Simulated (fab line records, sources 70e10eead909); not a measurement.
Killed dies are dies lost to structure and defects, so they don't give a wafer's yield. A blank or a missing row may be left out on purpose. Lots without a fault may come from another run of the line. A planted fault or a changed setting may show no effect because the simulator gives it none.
Chamber matching | flow nand_harc | NHARC_A_STAIRCASE_DEP_259 on pecvd-01: 3 sister chambers
The step deposits SiON, target thk 30 nm. 3 wafers are shown with their chamber, then 12 later ones without.

WAFERS WITH THEIR CHAMBER
wafer  | chamber | heater_power_w (W)
L085.6 | 2       | 848
L089.1 | 1       | 760
L089.5 | 0       | 823

WAFERS WITHOUT THEIR CHAMBER
wafer  | heater_power_w (W)
L088.1 | 922
L088.2 | 815
L088.6 | 829
L092.2 | 776
L092.3 | 827
L092.5 | 792
L093.4 | 702
L093.5 | 712
L093.6 | 954
L097.1 | 779
L097.2 | 785
L097.6 | 783

WHICH CHAMBER EACH WENT THROUGH
wafer  | from the rows above          | in truth
L088.1 | can't be placed: 2 or 0 or 1 | 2
L088.2 | can't be placed: 0 or 2 or 1 | 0
L088.6 | can't be placed: 0 or 2 or 1 | 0
L092.2 | can't be placed: 1 or 0 or 2 | 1
L092.3 | can't be placed: 0 or 2 or 1 | 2
L092.5 | can't be placed: 0 or 1 or 2 | 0
L093.4 | can't be placed: 1 or 0 or 2 | 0
L093.5 | can't be placed: 1 or 0 or 2 | 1
L093.6 | can't be placed: 2 or 0 or 1 | 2
L097.1 | can't be placed: 1 or 0 or 2 | 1
L097.2 | can't be placed: 1 or 0 or 2 | 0
L097.6 | can't be placed: 1 or 0 or 2 | 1
Placed correctly: 0 of 12. Can't be placed from these rows: 12 (the true chamber is among the candidates in 12). Placed wrongly: 0.
How it was worked out, from the rows above alone: a wafer's distance from a chamber is the root of the sum, over the readings, of the square of ((its reading less the chamber's mean) divided by the reading's scatter). The wafer belongs to the nearest chamber; if the next one is less than 2 further off, it can't be placed. A chamber's mean is the mean of its shown wafers. The scatter: with one shown wafer a chamber, the root of the mean of the squares of how far each hidden wafer lies from its nearest shown one.
